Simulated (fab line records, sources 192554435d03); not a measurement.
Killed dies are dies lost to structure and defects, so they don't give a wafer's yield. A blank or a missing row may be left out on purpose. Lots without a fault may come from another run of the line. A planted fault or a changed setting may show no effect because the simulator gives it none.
Which tool did it? | flow n5_finfet | 10 lots, 30 wafers sampled, at 4 steps of a route of 1938

WHAT THE GAUGES READ, wafer by wafer
N5_STI_FIN_REVEAL_FIN_H_MEAS_10.
lot  | measured    | on     | trench_depth_nm (nm)
L657 | day 2 11:29 | ocd-01 | 51.2 52.0 51.3
L659 | day 3 01:23 | ocd-02 | 51.2 52.9 53.8
L662 | day 3 18:33 | ocd-02 | 50.9 51.7 51.9
L663 | day 4 03:14 | ocd-02 | 51.9 52.5 51.4
L668 | day 5 09:53 | ocd-01 | 50.7 51.0 51.3
L670 | day 5 17:28 | ocd-01 | 51.6 51.7 52.2
L671 | day 5 23:46 | ocd-01 | 52.8 52.4 72.3
L672 | day 6 06:27 | ocd-02 | 51.4 52.1 52.1
L673 | day 6 12:44 | ocd-01 | 70.8 51.1 71.4
L677 | day 7 12:46 | ocd-02 | 52.2 51.6 52.3

WHICH TOOL RAN EACH LOT (tool, then ch and the chambers of the sampled wafers, then the start)
lot  | N5_STI_FIN_REVEAL_ALD_14         | N5_STI_FIN_REVEAL_RECESS_09       | N5_STI_FIN_REVEAL_OXIDATION_31
L657 | ald_sin-01 ch 0,1,2, day 2 02:58 | vapor_etch-01 ch 0,1, day 2 08:47 | plasma_asher-01 ch 0,1, day 2 10:56
L659 | ald_sin-04 ch 1,2,3, day 2 16:23 | vapor_etch-02 ch 0,1, day 2 22:13 | plasma_asher-02 ch 0,1, day 3 00:41
L662 | ald_sin-01 ch 1,2, day 3 09:50   | vapor_etch-01 ch 0,1, day 3 16:11 | plasma_asher-01 ch 0,1, day 3 17:50
L663 | ald_sin-04 ch 0,1,3, day 3 18:08 | vapor_etch-02 ch 0,1, day 4 00:29 | plasma_asher-02 ch 0,1, day 4 02:38
L668 | ald_sin-01 ch 0,1,3, day 5 00:32 | vapor_etch-01 ch 0,1, day 5 06:28 | plasma_asher-01 ch 0,1, day 5 08:37
L670 | ald_sin-01 ch 1,2, day 5 08:49   | vapor_etch-02 ch 0,1, day 5 14:43 | plasma_asher-02 ch 0,1, day 5 16:53
L671 | ald_sin-03 ch 1,2,3, day 5 15:02 | vapor_etch-02 ch 0,1, day 5 21:04 | plasma_asher-02 ch 0,1, day 5 23:13
L672 | ald_sin-04 ch 1,2,3, day 5 21:56 | vapor_etch-01 ch 0,1, day 6 03:45 | plasma_asher-01 ch 0,1, day 6 05:54
L673 | ald_sin-03 ch 1,2,3, day 6 03:35 | vapor_etch-02 ch 0,1, day 6 10:34 | plasma_asher-02 ch 0,1, day 6 12:13
L677 | ald_sin-01 ch 0,1,2, day 7 04:14 | vapor_etch-01 ch 0,1, day 7 10:04 | plasma_asher-01 ch 0,1, day 7 12:13
- N5_STI_FIN_REVEAL_ALD_14: deposits Si3N4, target thk 3 nm.
- N5_STI_FIN_REVEAL_RECESS_09: chemistry HF/NH3, target SiO2, afs cycles 11, target depth 42.5 nm, sublimation time 60 s.
- N5_STI_FIN_REVEAL_OXIDATION_31: chemistry O2 PLASMA REMOTE, time 20 s.

THE ANSWER, worked out from the rows above alone
Rule: what is usual is taken from the lots themselves. Put in order of their means at a reading, lots are off if they are a third of the lots or fewer, leave a main group of 4 or more, and stand apart from it by a gap of 3 or more times the standard deviation of the main group's means; of several such gaps the widest counts. A main group whose means are all the same, to the digits that the tables above print for the reading, isn't used. A lot without any number at a reading at which 4 lots or more have one is off too. The other lots that the step has rows for count as sound.
Off: L671, L673, at N5_STI_FIN_REVEAL_FIN_H_MEAS_10 (trench_depth_nm). The main group: mean 51.8 nm, standard deviation 0.45.
A tool fits if, at a process step before that reading, it ran every lot that is off, and no sound lot after the first of them. The gauges at N5_STI_FIN_REVEAL_FIN_H_MEAS_10 are tried like those tools. Can't be told from this: 4 tools fit, ald_sin-03 at N5_STI_FIN_REVEAL_ALD_14, vapor_etch-02 at N5_STI_FIN_REVEAL_RECESS_09, plasma_asher-02 at N5_STI_FIN_REVEAL_OXIDATION_31, ocd-01 at N5_STI_FIN_REVEAL_FIN_H_MEAS_10.

WHAT THE SIMULATOR HAD PUT IN
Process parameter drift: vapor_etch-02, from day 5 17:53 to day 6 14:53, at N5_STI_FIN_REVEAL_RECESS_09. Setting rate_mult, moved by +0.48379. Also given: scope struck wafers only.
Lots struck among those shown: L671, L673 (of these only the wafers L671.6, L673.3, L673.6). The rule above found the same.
